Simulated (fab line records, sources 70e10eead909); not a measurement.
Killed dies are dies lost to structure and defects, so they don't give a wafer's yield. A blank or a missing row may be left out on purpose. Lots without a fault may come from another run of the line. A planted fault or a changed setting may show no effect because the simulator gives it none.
fab line records | flow nand_harc
record lots=24 wafers=72 last_day=25
route steps=1159 shown P_BONDPAD@353 A_ONON_D1@431 A_CHANNEL_HOLE_D1@479 A_CHANNEL_FILL_D1@507 A_STAIRCASE@557
lots that met no fault: from a run of the same line without faults
start_h: hours from the record's first day to the start of the lot's first wafer shown | wait_h: hours since the lot's step before | " the same as in the row above | L1.1+2: a row that stands for several wafers | - no value, or no start given | * or withheld: withheld | < > ~ a bound
route shown NAME@n: a module of which the file shows steps, and the number in the route of the first | usual: mean/standard deviation of fault-free wafers | same: alike in all rows | chamber/n: place in a boat | sites: the reading at each site | _std_site: their standard deviation | _edge_site: outer sites' mean less inner sites' | radius_mm: how far each site lies from the wafer's centre | mask NAME#n: copy n | behind: the tool/chamber that last shaped the wafer | hold: why the lot was held/for how many hours/how that ended | device: the transistor (n, p or np) that didn't switch | end of line: the same wafers' tests at the end of the route | a step without rows: its recipe alone | killed: dies lost to structure and defects at the first sort, not the wafer's yield | map: a wafer's dies, x killed, . not, _ none there
set.NAME: the setting as run; set.NAME@STEP: as run at that earlier step | model.NAME: the simulator's own value behind a step, which no gauge read
steps of the route over a sample of lots; a table a step, a row a wafer
services: from which hour (start_h, from the record's first day; less than 0 if before it) a tool's chamber was out of use, for how many hours, and why
## steps
# step NHARC_P_BONDPAD_THK_MEAS_33
# recipe thk_meas_gauge=ellipsometry
# usual thk_nm=199.6/1.6
# columns lot.wafer tool chamber start_h wait_h thk_nm
L074.1 film_metro-02 - 118.57 0.1 198.5
L074.5 " - " " 200.9
L074.6 " - " " 198.6
L075.1 film_metro-02 - 127.97 0.2 198.5
L075.2 " - " " 199.9
L075.3 " - " " 196.5
L076.1 film_metro-01 - 148.55 0.2 199.4
L076.3 " - " " 198.5
L076.5 " - " " 199.8
L077.1 film_metro-02 - 150.09 0.2 199.5
L077.2 " - " " 200.2
L077.6 " - " " 201.0
L079.2 film_metro-01 - 150.77 0.2 199.6
L079.3 " - " " 200.0
L079.6 " - " " 198.7
L078.3 film_metro-02 - 157.56 0.2 200.7
L078.4 " - " " 201.0
L078.6 " - " " 201.0
L081.3 film_metro-01 - 171.62 0.2 198.5
L081.4 " - " " 199.1
L081.6 " - " " 198.0
L080.2 film_metro-02 - 172.01 0.2 202.4
L080.3 " - " " 201.0
L080.4 " - " " 202.4
L082.1 film_metro-02 - 182.30 0.2 197.6
L082.2 " - " " 195.5
L082.5 " - " " 197.3
L083.1 film_metro-02 - 188.27 0.2 198.2
L083.2 " - " " 197.5
L083.5 " - " " 198.0
L084.1 film_metro-02 - 194.09 0.2 201.6
L084.5 " - " " 198.4
L084.6 " - " " 198.6
L087.1 film_metro-02 - 223.29 0.2 200.1
L087.2 " - " " 199.0
L087.3 " - " " 201.4
L086.1 film_metro-01 - 223.55 0.2 203.5
L086.3 " - " " 199.9
L086.5 " - " " 201.4
L085.2 film_metro-01 - 224.31 0.2 201.0
L085.5 " - " " 199.7
L085.6 " - " " 200.9
L088.1 film_metro-01 - 225.04 0.1 198.7
L088.2 " - " " 198.8
L088.4 " - " " 198.3
L089.3 film_metro-01 - 228.09 0.2 197.6
L089.5 " - " " 200.1
L089.6 " - " " 200.5
L090.1 film_metro-01 - 231.88 0.2 199.2
L090.3 " - " " 197.9
L090.5 " - " " 197.3
L092.1 film_metro-01 - 234.04 0.2 199.6
L092.3 " - " " 200.5
L092.4 " - " " 198.3
L091.4 film_metro-01 - 235.17 0.2 200.9
L091.5 " - " " 200.3
L091.6 " - " " 200.2
L094.1 film_metro-01 - 241.33 0.2 197.3
L094.3 " - " " 197.2
L094.6 " - " " 200.7
L093.1 film_metro-01 - 242.27 0.1 198.3
L093.3 " - " " 203.4
L093.4 " - " " 202.2
L095.3 film_metro-02 - 258.57 0.2 199.0
L095.5 " - " " 199.4
L095.6 " - " " 198.4
L096.1 film_metro-02 - 258.75 0.2 201.2
L096.2 " - " " 201.0
L096.3 " - " " 200.6
L097.1 film_metro-01 - 268.07 0.1 197.8
L097.3 " - " " 197.8
L097.4 " - " " 199.5
# step NHARC_A_ONON_D1_THK_MEAS_11
# recipe thk_meas_gauge=ellipsometry
# usual thk_nm=1000/12
# columns lot.wafer tool chamber start_h wait_h thk_nm
L074.1 film_metro-02 - 154.47 - 1021
L074.5 " - " " 1023
L074.6 " - " " 1022
L075.1 film_metro-02 - 154.82 - 985
L075.2 " - " " 984
L075.3 " - " " 984
L076.1 film_metro-02 - 177.45 - 997
L076.3 " - " " 994
L076.5 " - " " 996
L077.1 film_metro-01 - 177.46 - 989
L077.2 " - " " 992
L077.6 " - " " 992
L079.2 film_metro-02 - 177.47 - 995
L079.3 " - " " 993
L079.6 " - " " 995
L078.3 film_metro-02 - 186.60 - 1000
L078.4 " - " " 1000
L078.6 " - " " 998
L081.3 film_metro-02 - 200.50 - 1005
L081.4 " - " " 1003
L081.6 " - " " 1004
L080.2 film_metro-01 - 200.50 - 991
L080.3 " - " " 992
L080.4 " - " " 990
L082.1 film_metro-02 - 213.39 - 995
L082.2 " - " " 995
L082.5 " - " " 994
L083.1 film_metro-02 - 217.21 - 991
L083.2 " - " " 988
L083.5 " - " " 992
L084.1 film_metro-02 - 223.04 - 999
L084.5 " - " " 997
L084.6 " - " " 999
L088.1 film_metro-02 - 252.35 - 1006
L088.2 " - " " 1007
L088.4 " - " " 1008
L085.2 film_metro-01 - 252.49 - 992
L085.5 " - " " 991
L085.6 " - " " 992
L086.1 film_metro-02 - 252.70 - 1009
L086.3 " - " " 1009
L086.5 " - " " 1011
L087.1 film_metro-01 - 252.84 - 1012
L087.2 " - " " 1013
L087.3 " - " " 1012
L090.1 film_metro-02 - 260.50 - 1002
L090.3 " - " " 1002
L090.5 " - " " 1001
L091.4 film_metro-01 - 260.72 - 1029
L091.5 " - " " 1029
L091.6 " - " " 1029
L092.1 film_metro-02 - 260.79 - 990
L092.3 " - " " 989
L092.4 " - " " 990
L089.3 film_metro-01 - 260.86 - 983
L089.5 " - " " 984
L089.6 " - " " 984
L093.1 film_metro-02 - 271.86 - 1017
L093.3 " - " " 1015
L093.4 " - " " 1014
L094.1 film_metro-01 - 271.87 - 992
L094.3 " - " " 990
L094.6 " - " " 992
L096.1 film_metro-01 - 287.91 - 996
L096.2 " - " " 997
L096.3 " - " " 996
L095.3 film_metro-01 - 287.93 - 1010
L095.5 " - " " 1010
L095.6 " - " " 1012
L097.1 film_metro-01 - 298.00 - 989
L097.3 " - " " 988
L097.4 " - " " 985
# step NHARC_A_CHANNEL_HOLE_D1_ETCH_33
# recipe bias_v=400 source_w=2000 pressure_mtorr=25 time_s=90 ar_flow_sccm=375 c4f8_flow_sccm=41.7 o2_flow_sccm=83.3 temp_c=-20 target_depth_a=4000 chemistry=C4F8/O2/Ar
# usual drypump_motor_current_A=5.7/0.33 esc_clamp_current_uA=0.0207/0.00039 showerhead_plenum_p_Torr=3.86/0.058 throttle_valve_pct=27.620/0.0089
# columns lot.wafer tool chamber start_h wait_h drypump_motor_current_A esc_clamp_current_uA rf_hours_counter_h showerhead_plenum_p_Torr throttle_valve_pct
L075.2 har_etch-01 0 178.07 0.2 5.3 0.0207 197 3.78 27.609
L075.1 " 1 " " 6.2 0.0204 197 3.87 27.610
L075.3 " 1 " " 6.2 0.0204 - 3.87 27.636
L074.1 har_etch-02 0 178.29 0.2 5.6 0.0203 98 3.92 27.625
L074.5 " 0 " " 5.6 0.0203 - 3.92 27.618
L074.6 " 1 " " 5.9 0.0213 - 3.92 27.625
L079.2 har_etch-01 1 198.24 0.2 6.1 0.0205 205 3.86 27.638
L079.3 " 1 " " 6.1 0.0205 - 3.86 27.619
L079.6 " 0 " " 5.3 0.0206 - 3.78 27.606
L077.1 har_etch-02 1 198.39 0.2 5.9 0.0213 104 3.92 27.609
L077.2 " 0 " " 5.6 0.0203 104 3.92 27.618
L077.6 " 0 " " 5.6 0.0203 - 3.92 27.608
L076.1 har_etch-01 0 202.40 0.2 5.2 0.0207 209 3.78 27.631
L076.3 " 0 " " 5.3 0.0207 - 3.78 27.625
L076.5 " 1 " " 6.1 0.0205 - 3.86 27.601
L078.3 har_etch-02 1 207.58 0.2 5.9 0.0213 - 3.91 27.611
L078.4 " 0 " " 5.6 0.0203 - 3.91 27.613
L078.6 " 1 " " 5.8 0.0214 - 3.92 27.625
L081.3 har_etch-01 0 221.36 0.2 5.3 0.0206 - 3.77 27.612
L081.4 " 1 " " 6.1 0.0204 - 3.86 27.615
L081.6 " 0 " " 5.2 0.0206 - 3.77 27.608
L080.2 har_etch-02 0 221.79 0.2 5.6 0.0202 116 3.91 27.621
L080.4 " 1 " " 5.9 0.0214 - 3.91 27.622
L080.3 " 0 " " 5.6 0.0203 - 3.91 27.609
L082.1 har_etch-01 0 232.53 0.2 5.3 0.0206 219 3.77 27.634
L082.2 " 1 " " 6.1 0.0205 219 3.85 27.617
L082.5 " 1 " " 6.1 0.0205 - 3.85 27.621
L083.1 har_etch-02 1 236.61 0.2 5.9 0.0213 121 3.91 27.607
L083.2 " 0 " " 5.6 0.0203 121 3.91 27.616
L083.5 " 0 " " 5.6 0.0204 - 3.91 27.620
L084.1 har_etch-01 0 241.70 0.2 5.3 0.0206 223 3.77 27.625
L084.5 " 0 " " 5.3 0.0207 - 3.77 27.608
L084.6 " 1 " " 6.2 0.0204 - 3.85 27.609
L088.1 har_etch-01 0 271.55 0.2 5.3 0.0207 232 3.76 27.616
L088.2 " 1 " " 6.2 0.0205 232 3.85 27.622
L088.4 " 1 " " 6.1 0.0206 - 3.85 27.625
L085.2 har_etch-02 1 271.86 0.2 5.8 0.0214 131 3.90 27.633
L085.5 " 1 " " 5.9 0.0213 - 3.90 27.611
L085.6 " 0 " " 5.6 0.0203 - 3.90 27.626
L087.2 har_etch-01 0 275.70 0.2 5.3 0.0206 236 3.76 27.620
L087.1 " 1 " " 6.2 0.0205 236 3.84 27.628
L087.3 " 0 " " 5.3 0.0206 - 3.76 27.619
L086.1 har_etch-02 1 276.05 0.2 5.9 0.0213 135 3.90 27.627
L086.3 " 1 " " 5.9 0.0213 - 3.90 27.615
L086.5 " 1 " " 5.9 0.0214 - 3.90 27.632
L091.4 har_etch-02 1 284.19 0.2 5.9 0.0213 - 3.90 27.620
L091.6 " 1 " " 5.9 0.0213 - 3.90 27.620
L091.5 " 0 " " 5.6 0.0203 - 3.90 27.615
L090.1 har_etch-01 0 284.90 0.2 5.3 0.0207 244 3.76 27.617
L090.3 " 1 " " 6.1 0.0205 - 3.84 27.634
L090.5 " 1 " " 6.1 0.0205 - 3.84 27.622
L089.3 har_etch-02 1 288.40 0.2 5.9 0.0214 - 3.89 27.617
L089.6 " 0 " " 5.6 0.0203 - 3.89 27.618
L089.5 " 1 " " 5.8 0.0214 - 3.90 27.625
L092.1 har_etch-01 1 289.04 0.2 6.2 0.0205 248 3.84 27.625
L092.3 " 1 " " 6.2 0.0205 - 3.84 27.630
L092.4 " 0 " " 5.3 0.0206 - 3.75 27.614
L094.1 har_etch-01 0 293.21 0.2 5.3 0.0206 252 3.75 27.635
L094.3 " 0 " " 5.3 0.0207 - 3.75 27.609
L094.6 " 1 " " 6.1 0.0205 - 3.83 27.617
L093.1 har_etch-02 0 294.15 0.2 5.6 0.0203 151 3.89 27.613
L093.3 " 1 " " 5.9 0.0214 - 3.89 27.627
L093.4 " 0 " " 5.6 0.0203 - 3.89 27.616
L095.3 har_etch-01 1 308.71 0.2 6.1 0.0205 - 3.83 27.613
L095.6 " 1 " " 6.1 0.0206 - 3.83 27.630
L095.5 " 0 " " 5.3 0.0207 - 3.75 27.637
L096.1 har_etch-02 1 310.15 0.2 5.9 0.0214 157 3.89 27.606
L096.2 " 0 " " 5.6 0.0203 157 3.89 27.630
L096.3 " 1 " " 5.8 0.0214 - 3.89 27.629
L097.1 har_etch-02 1 321.88 0.2 5.9 0.0213 166 3.88 27.630
L097.4 " 0 " " 5.6 0.0203 - 3.88 27.634
L097.3 " 1 " " 5.9 0.0214 - 3.88 27.626
# step NHARC_A_CHANNEL_FILL_D1_ALD_25
# recipe target_thk_a=600 pulse_time_s=10 ald_cycles=600 temp_c=300 material=SiOx
# usual heater_power_w=476/49 precursor_pulse_height_rel=1.003/0.021
# same pulse_time_s=10
# columns lot.wafer tool chamber start_h wait_h heater_power_w precursor_pulse_height_rel
L075.1 ald_hk-04 2 216.81 0.1 478 1.020
L075.2 " 3 " " 463 0.992
L075.3 " 0 " " 492 1.070
L074.1 ald_hk-01 0 218.04 1.3 492 0.986
L074.6 " 2 219.28 2.5 516 1.007
L074.5 " 3 " " 458 1.008
L077.2 ald_hk-04 1 237.38 0.3 416 1.046
L077.1 " 0 239.21 2.2 480 0.982
L077.6 " 1 " " 403 0.974
L079.3 ald_hk-02 1 237.40 0.3 535 1.034
L079.2 " 2 " " 557 1.029
L079.6 " 1 239.88 2.8 539 1.003
L076.1 ald_hk-04 0 241.89 0.1 489 0.987
L076.3 " 2 243.15 1.3 476 1.014
L076.5 " 0 244.40 2.6 493 1.007
L078.4 ald_hk-02 2 249.72 1.3 585 1.003
L078.3 " 3 " " 509 1.031
L078.6 " 0 " " 453 1.010
L081.3 ald_hk-02 2 262.04 0.0 563 0.999
L081.4 " 3 " " 512 0.978
L081.6 " 2 264.54 2.6 563 1.016
L080.2 ald_hk-04 1 262.05 0.1 407 0.979
L080.3 " 3 263.29 1.3 463 1.017
L080.4 " 0 " " 471 0.985
L082.2 ald_hk-01 1 270.87 0.1 376 0.965
L082.1 " 3 272.11 1.3 446 1.006
L082.5 " 1 273.34 2.5 385 0.991
L083.1 ald_hk-02 2 276.26 0.1 577 0.975
L083.2 " 1 278.11 1.9 548 1.021
L083.5 " 3 279.35 3.1 487 1.009
L084.1 ald_hk-04 3 281.10 1.5 466 0.955
L084.6 " 1 282.32 2.7 416 0.990
L084.5 " 2 " " 470 0.999
L088.1 ald_hk-02 1 309.90 0.1 545 1.018
L088.4 " 3 311.11 1.3 465 0.984
L088.2 " 0 " " 451 0.994
L085.2 ald_hk-04 3 310.51 0.7 462 0.976
L085.5 " 2 312.34 2.5 464 1.033
L085.6 " 3 " " 457 1.016
L087.1 ald_hk-01 3 314.61 1.1 471 0.990
L087.2 " 0 " " 492 0.987
L087.3 " 1 " " 377 0.983
L086.1 ald_hk-04 2 314.80 1.3 473 1.016
L086.3 " 3 " " 458 0.970
L086.5 " 1 316.63 3.1 421 1.013
L091.4 ald_hk-04 1 322.94 0.7 420 0.994
L091.5 " 0 324.80 2.5 482 0.971
L091.6 " 1 " " 405 0.979
L090.3 ald_hk-02 0 323.53 1.3 444 0.970
L090.1 " 1 " " 550 0.991
L090.5 " 3 325.37 3.1 469 1.005
L092.4 ald_hk-01 1 326.61 0.7 385 1.029
L092.1 " 2 " " 516 1.008
L092.3 " 3 " " 452 1.008
L089.3 ald_hk-02 0 327.24 1.3 469 0.992
L089.5 " 2 328.48 2.5 561 0.996
L089.6 " 3 " " 456 1.015
L094.3 ald_hk-01 3 331.96 0.7 459 1.043
L094.1 " 1 333.19 1.9 391 0.989
L094.6 " 2 " " 522 0.967
L093.4 ald_hk-04 2 331.97 0.7 491 0.994
L093.1 " 3 " " 468 1.004
L093.3 " 0 " " 492 0.987
L096.1 ald_hk-04 1 346.41 0.1 405 1.025
L096.3 " 3 347.64 1.3 457 1.018
L096.2 " 0 " " 477 1.000
L095.3 ald_hk-01 3 348.25 1.9 457 1.003
L095.5 " 0 " " 496 0.996
L095.6 " 1 " " 380 1.000
L097.1 ald_hk-04 0 359.80 0.1 492 1.030
L097.3 " 1 " " 421 0.975
L097.4 " 3 361.64 1.9 472 0.999
# step NHARC_A_CHANNEL_FILL_D1_CMP_10
# recipe target_thk_nm=150
# usual motor_current_A=11.6/1.1 time_to_endpoint_s=15/3.6
# columns lot.wafer tool chamber start_h wait_h motor_current_A time_to_endpoint_s
L075.1 cmp-04 3 228.08 0.4 10.0 12
L075.2 " 0 " " 10.5 7
L075.3 " 2 " " 12.8 15
L074.1 cmp-01 0 228.20 0.5 11.5 12
L074.5 " 1 " " 13.8 14
L074.6 " 2 " " 12.3 16
L079.3 cmp-04 2 248.87 0.4 12.7 17
L079.2 " 1 " " 12.3 18
L079.6 " 3 " " 11.0 12
L077.1 cmp-02 1 248.92 0.4 10.0 17
L077.2 " 2 " " 10.1 16
L077.6 " 3 " " 10.8 17
L076.3 cmp-01 3 253.41 0.4 11.7 18
L076.1 " 0 " " 11.5 15
L076.5 " 0 " " 11.8 15
L078.4 cmp-01 1 259.75 0.4 13.9 17
L078.3 " 2 " " 12.7 17
L078.6 " 2 " " 12.8 18
L080.2 cmp-04 1 273.34 0.4 12.4 19
L080.4 " 2 " " 11.6 16
L080.3 " 3 " " 10.5 11
L081.4 cmp-01 1 273.34 0.4 13.7 21
L081.3 " 3 " " 12.1 21
L081.6 " 1 " " 13.7 20
L082.2 cmp-01 0 282.33 0.4 12.0 11
L082.1 " 1 " " 13.3 14
L082.5 " 3 " " 11.8 16
L083.2 cmp-04 2 287.72 0.4 12.3 19
L083.1 " 3 " " 10.4 15
L083.5 " 3 " " 10.7 13
L084.1 cmp-02 0 291.41 0.5 11.8 14
L084.5 " 1 " " 10.2 18
L084.6 " 2 " " 11.0 17
L088.4 cmp-01 3 321.75 0.4 12.0 19
L088.1 " 0 " " 12.4 13
L088.2 " 1 " " 13.7 19
L085.2 cmp-04 0 321.89 0.5 9.8 11
L085.6 " 2 " " 12.4 18
L085.5 " 3 " " 10.4 14
L087.1 cmp-01 3 324.85 0.4 11.4 21
L087.3 " 0 " " 11.2 17
L087.2 " 1 " " 13.6 16
L086.3 cmp-04 0 325.03 0.5 10.2 10
L086.1 " 1 " " 11.7 20
L086.5 " 2 " " 11.8 17
L090.1 cmp-02 3 333.54 0.4 10.8 12
L090.3 " 0 " " 11.0 12
L090.5 " 2 " " 10.3 10
L091.4 cmp-04 0 333.54 0.4 10.0 10
L091.6 " 3 " " 10.6 13
L091.5 " 0 " " 10.0 10
L092.1 cmp-02 2 337.24 0.4 10.9 11
L092.3 " 3 " " 10.7 9
L092.4 " 1 " " 10.6 10
L089.3 cmp-04 0 337.29 0.4 9.4 6
L089.5 " 2 " " 12.5 15
L089.6 " 3 " " 10.9 11
L093.4 cmp-04 1 342.67 0.4 11.4 16
L093.1 " 2 " " 12.6 13
L093.3 " 3 " " 10.4 12
L094.3 cmp-01 0 342.83 0.5 11.7 17
L094.1 " 1 " " 13.5 14
L094.6 " 3 " " 12.1 17
L096.1 cmp-04 1 358.97 0.4 11.4 19
L096.3 " 2 " " 12.5 17
L096.2 " 3 " " 10.5 14
L095.3 cmp-01 0 359.02 0.4 11.7 16
L095.5 " 1 " " 13.0 17
L095.6 " 2 " " 13.1 19
L097.3 cmp-02 1 371.06 0.4 10.5 10
L097.4 " 3 " " 10.8 13
L097.1 " 0 " " 11.8 12
# step NHARC_A_STAIRCASE_TRIM_20
# recipe time_s=211.2 o2_flow_sccm=500 ar_flow_sccm=0 bias_w=0 chemistry=O2
# usual drypump_motor_current_A=5.8/0.41 oes_product_au=0.994/0.012 rf_vpp_V=57.8/0.8 showerhead_plenum_p_Torr=3.49/0.12 throttle_valve_pct=17.036/0.009
# columns lot.wafer tool chamber start_h wait_h drypump_motor_current_A oes_product_au rf_hours_counter_h rf_vpp_V showerhead_plenum_p_Torr throttle_valve_pct
L074.1 rie_diel-02 3 233.46 0.1 6.0 0.994 29 56.9 3.34 17.022
L074.5 " 1 " " 6.1 0.978 - 58.7 3.71 17.030
L074.6 " 2 " " 5.7 0.983 - 57.8 3.47 17.033
L075.1 rie_diel-06 3 233.73 0.1 6.4 0.993 60 58.1 3.48 17.021
L075.3 " 0 " " 5.6 0.980 58 58.2 3.53 17.015
L075.2 " 2 " " 5.9 0.999 51 58.1 3.50 17.038
L079.3 rie_diel-06 2 253.40 0.1 5.9 0.985 1 59.4 3.50 17.042
L079.2 " 0 " " 5.6 0.984 1 57.8 3.53 17.021
L079.6 " 2 " " 5.9 0.989 - 58.1 3.50 17.038
L077.2 rie_diel-02 1 253.61 0.1 6.1 0.972 34 58.3 3.71 17.040
L077.1 " 2 " " 5.7 0.991 32 57.1 3.46 17.039
L077.6 " 0 " " 6.0 0.985 - 56.4 3.34 17.038
L076.3 rie_diel-01 1 258.31 0.1 5.0 1.012 47 57.1 3.46 17.032
L076.1 " 3 " " 6.6 1.012 49 56.9 3.68 17.030
L076.5 " 0 " " 5.8 0.986 - 58.8 3.65 17.044
L078.3 rie_diel-02 0 265.66 0.1 5.9 0.986 41 58.1 3.34 17.039
L078.4 " 1 " " 6.1 0.978 38 57.5 3.71 17.030
L078.6 " 2 " " 5.7 0.992 - 57.9 3.46 17.029
L081.3 rie_diel-02 1 277.96 0.1 6.2 0.982 41 58.4 3.70 17.038
L081.4 " 3 " " 6.0 1.004 47 57.4 3.33 17.041
L081.6 " 1 " " 6.2 0.985 - 58.5 3.70 17.029
L080.2 rie_diel-06 2 278.25 0.1 5.9 0.994 12 57.5 3.49 17.050
L080.3 " 0 " " 5.6 0.996 11 57.7 3.52 17.041
L080.4 " 1 " " 5.1 0.986 - 57.8 3.49 17.026
L082.1 rie_diel-02 1 286.94 0.1 6.1 0.978 43 59.9 3.70 17.028
L082.2 " 2 " " 5.7 0.981 44 58.3 3.46 17.028
L082.5 " 3 " " 6.0 0.999 - 56.6 3.33 17.029
L083.2 rie_diel-06 0 293.09 0.1 5.7 0.996 18 58.2 3.52 17.058
L083.1 " 2 " " 5.8 0.997 18 56.4 3.49 17.037
L083.5 " 2 " " 5.9 0.991 - 58.7 3.49 17.035
L084.1 rie_diel-02 1 296.28 0.2 6.1 0.984 46 58.4 3.70 17.028
L084.6 " 2 " " 5.7 0.994 - 58.7 3.46 17.040
L084.5 " 3 " " 6.0 1.007 - 57.3 3.33 17.035
L088.2 rie_diel-02 0 326.25 0.1 6.0 0.999 59 58.0 3.33 17.024
L088.4 " 2 " " 5.7 0.990 59 58.7 3.45 17.038
L088.1 " 3 " " 6.0 1.002 65 57.1 3.33 17.031
L085.2 rie_diel-06 3 326.93 0.1 6.4 0.996 15 59.8 3.47 17.032
L085.6 " 0 " " 5.6 0.985 - 57.2 3.51 17.040
L085.5 " 1 " " 5.1 0.985 - 57.5 3.49 17.038
L087.2 rie_diel-01 0 329.48 0.1 5.8 0.990 1 58.2 3.63 17.030
L087.1 " 1 " " 5.0 1.014 1 58.3 3.45 17.041
L087.3 " 2 " " 5.2 1.003 1 57.8 3.61 17.033
L086.1 rie_diel-06 2 330.05 0.1 5.9 1.000 29 57.4 3.49 17.036
L086.3 " 0 " " 5.6 0.992 28 58.2 3.51 17.043
L086.5 " 2 " " 5.9 0.994 - 56.9 3.49 17.030
L091.4 rie_diel-02 1 339.19 0.1 6.1 0.981 1 58.9 3.70 17.041
L091.6 " 3 " " 6.0 0.996 - 58.0 3.32 17.036
L091.5 " 0 " " 6.0 1.003 - 57.5 3.33 17.039
L090.1 rie_diel-06 1 340.06 0.1 5.2 0.971 32 57.2 3.48 17.029
L090.3 " 2 " " 5.9 0.990 35 58.9 3.48 17.034
L090.5 " 0 " " 5.6 0.989 - 57.1 3.51 17.031
L089.3 rie_diel-02 0 342.44 0.1 6.0 0.988 3 57.2 3.33 17.040
L089.5 " 2 " " 5.7 0.980 - 57.6 3.45 17.040
L089.6 " 3 " " 6.0 0.996 - 57.4 3.32 17.030
L092.4 rie_diel-06 1 342.80 0.1 5.1 0.986 33 56.4 3.48 17.037
L092.3 " 2 " " 5.9 0.992 36 56.4 3.48 17.039
L092.1 " 3 " " 6.4 1.008 24 58.7 3.46 17.055
L093.4 rie_diel-01 1 348.99 0.1 5.0 1.010 10 57.4 3.44 17.032
L093.3 " 2 " " 5.2 1.025 10 57.8 3.60 17.029
L093.1 " 3 " " 6.6 1.010 11 59.0 3.66 17.046
L094.3 rie_diel-01 1 349.91 0.1 5.0 1.026 11 57.0 3.44 17.021
L094.1 " 2 " " 5.2 1.015 11 56.9 3.60 17.054
L094.6 " 2 " " 5.2 1.025 - 57.7 3.60 17.037
L096.1 rie_diel-06 2 364.59 0.1 5.9 0.999 46 56.6 3.48 17.040
L096.3 " 0 " " 5.7 0.981 47 57.1 3.50 17.033
L096.2 " 1 " " 5.1 0.990 43 57.2 3.48 17.031
L095.3 rie_diel-02 2 364.65 0.1 5.7 0.987 13 57.0 3.44 17.029
L095.5 " 1 " " 6.2 0.974 - 58.8 3.69 17.034
L095.6 " 2 " " 5.7 0.984 - 57.7 3.44 17.032
L097.1 rie_diel-02 3 376.24 0.1 6.0 0.999 15 57.0 3.32 17.025
L097.4 " 0 " " 6.0 1.003 11 56.9 3.32 17.037
L097.3 " 1 " " 6.1 0.990 15 57.9 3.69 17.030
## services
# columns tool chamber start_h hours kind
cmp-04 - 164.83 0.5 repair
cmp-01 - 179.60 4.0 pm
ald_hk-04 - 187.94 3.7 repair
ald_hk-04 - 191.68 10.0 pm
rie_diel-06 1 197.92 2.2 repair
rie_diel-06 1 200.69 9.4 repair
cmp-01 - 202.92 0.9 repair
cmp-04 - 203.00 4.0 pm
rie_diel-02 2 212.03 3.8 repair
rie_diel-06 2 213.47 15.6 repair
rie_diel-02 - 222.35 0.2 repair
ald_hk-04 - 236.03 0.8 repair
rie_diel-06 - 241.28 9.0 pm
rie_diel-06 3 261.21 33.1 repair
rie_diel-06 - 267.38 0.8 repair
cmp-01 - 277.60 4.0 pm
rie_diel-06 2 280.77 1.3 repair
cmp-01 - 299.69 1.5 repair
cmp-04 - 301.00 4.0 pm
har_etch-01 - 308.84 17.0 pm
rie_diel-02 - 327.70 9.0 pm
har_etch-01 - 338.76 0.4 repair
rie_diel-02 0 369.04 2.8 repair
ald_hk-04 - 369.68 10.0 pm
## key
fault none
